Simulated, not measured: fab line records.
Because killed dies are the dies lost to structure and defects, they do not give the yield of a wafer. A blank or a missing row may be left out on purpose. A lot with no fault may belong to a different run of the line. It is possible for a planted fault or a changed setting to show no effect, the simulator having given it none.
Comparing a struck lot with a sound one || flow nandHarc || 38 steps out of a route of 1302
Sound: wafers L605.2, L605.3, L605.4. Wafers struck: L613.2, L613.4, L613.5. Last of all comes the cause.
At each step with rows: each side's tool, then ch and its chambers, then its first start. Under that, the readings that differ: sound wafers || struck wafers || difference of the means || sigmas: that difference in standard deviations of wafers without a fault.
alike: same words and numbers on both sides, and readings whose means sit less than 2 such deviations apart. not compared: any withheld reading, any reading some wafer has no value for, any bound like >300 that may hide the same value, and any number with overlapping values for which the record gives no deviation.
A row with sigmas, a row that says differs or no value, or rows on one side alone: a step with any of these is where the two part. Numbers that don't overlap but have no deviation are shown without sigmas and don't part them. A reading that every wafer of one side lacks parts them only if that side has two wafers or more.

first, 9 steps without rows for these wafers: NHARC_A_STAIRCASE_COAT_304; NHARC_A_STAIRCASE_SOFTBAKE_305 (time 170 s); NHARC_A_STAIRCASE_EBR_306; NHARC_A_STAIRCASE_EXPOSE_307 (exposes mask CHOP 50); NHARC_A_STAIRCASE_PEB_308 (peb time 130 s); NHARC_A_STAIRCASE_DEVELOP_309 (time 140 s); NHARC_A_STAIRCASE_HARDBAKE_311 (time 140 s); NHARC_A_STAIRCASE_DESCUM_312 (chemistry O2, time 3 s); NHARC_A_STAIRCASE_ETCH_313 (etches the open film in CF4/CHF3).
NHARC_A_STAIRCASE_HM_OPEN_463: chemistry O2/COS.
  sound on rieDiel-06 ch 1,2,3; struck on rieDiel-07 ch 0,1,2
  alike: drypumpMotorCurrentA, oesProductAu, rfVppV, showerheadPlenumPTorr, throttleValvePct
  not compared: rfHoursCounterH
then, 1 step without rows for these wafers: NHARC_A_STAIRCASE_STRIP_464 (strips in O2/COS).
NHARC_A_STAIRCASE_ETCH_453: etches the open film in CF4/O2, target depth 30 nm, overetch 3 nm, time 16.5 s.
  sound on rieDiel-06 ch 1,2,3, day 17 23:23; struck on rieDiel-07 ch 0,2, day 20 03:41
  alike: drypumpMotorCurrentA, oesProductAu, rfVppV, showerheadPlenumPTorr, throttleValvePct
  not compared: rfHoursCounterH
NHARC_A_STAIRCASE_ETCH_315: etches the open film in C4F8/O2/Ar, target depth 2500 nm, time 607.1 s.
  sound on rieDiel-06 ch 0,1,2; struck on rieDiel-07 ch 0,2,3
  alike: oesProductAu, rfVppV
  not compared: rfHoursCounterH
NHARC_A_STAIRCASE_STRIP_316: strips in O2.
  sound on rieDiel-06 ch 0,2,3; struck on rieDiel-07 ch 0,2,3
  alike: drypumpMotorCurrentA, oesProductAu, rfVppV, showerheadPlenumPTorr, throttleValvePct
  not compared: rfHoursCounterH
then, 3 steps without rows for these wafers: NHARC_A_STAIRCASE_STRIP_317 (strips in SPM, time 900 s); NHARC_A_STAIRCASE_PRECLEAN_318 (cleans in SC1); NHARC_A_STAIRCASE_SRD_329.
NHARC_A_STAIRCASE_ALD_415: deposits SiO2, target thk 30 nm, pulse time 6 s, ald cycles 300.
  sound on aldHk-04 ch 0,1,2, day 18 00:59; struck on aldHk-03 ch 0,1, day 20 05:02
  alike: heaterPowerW, precursorPulseHeightRel
NHARC_A_STAIRCASE_ETCHBACK_416: etches the open film in C4F8/O2/Ar, target depth 36 nm, time 7.2 s.
  sound on rieDiel-06 ch 0,2,3; struck on rieDiel-07 ch 0,2,3
  alike: oesProductAu, rfVppV
  not compared: rfHoursCounterH
then, 18 steps without rows for these wafers: NHARC_A_STAIRCASE_STRIP_476 (strips in O2, time 20 s); NHARC_A_STAIRCASE_DEP_417 (deposits Si3N4, target thk 60 nm); NHARC_A_STAIRCASE_WET_418 (chemistry H3PO4, target depth 20 nm); NHARC_A_STAIRCASE_PRECLEAN_419 (cleans in SC1); NHARC_A_STAIRCASE_SRD_421; NHARC_A_STAIRCASE_ALD_420 (deposits SiO2, target thk 20 nm, pulse time 6 s, ald cycles 200); NHARC_A_STAIRCASE_CVD_552 (deposits SiNx, target thk 40 nm); NHARC_A_STAIRCASE_DEP_151 (deposits SiO2, target thk 7200 nm); NHARC_A_STAIRCASE_ANNEAL_320 (time 1800 s); NHARC_A_STAIRCASE_DEP_322 (deposits SiO2, target thk 7200 nm); NHARC_A_STAIRCASE_ANNEAL_323 (time 1800 s); NHARC_A_STAIRCASE_DEP_325 (deposits SiO2, target thk 7200 nm); NHARC_A_STAIRCASE_ANNEAL_326 (time 1800 s); NHARC_A_STAIRCASE_DEHYDRATE_433 (time 120 s); NHARC_A_STAIRCASE_HMDS_434 (time 30 s); NHARC_A_STAIRCASE_COAT_435; NHARC_A_STAIRCASE_SOFTBAKE_436 (time 170 s); NHARC_A_STAIRCASE_EBR_437.
-- record jumps: 7 days between struck wafers' starts before vs after; left off in module A_STAIRCASE, resumes in module END, first step shown is number 1302 of the route --
NHARC_END_SORT_01:
  here the record holds rows for the struck wafers (prober-01 ch 0, day 27 09:21) but none for the sound ones

WHERE THEY PART
Only at NHARC_END_SORT_01, within this record.

WHY: what had been put in by the simulator
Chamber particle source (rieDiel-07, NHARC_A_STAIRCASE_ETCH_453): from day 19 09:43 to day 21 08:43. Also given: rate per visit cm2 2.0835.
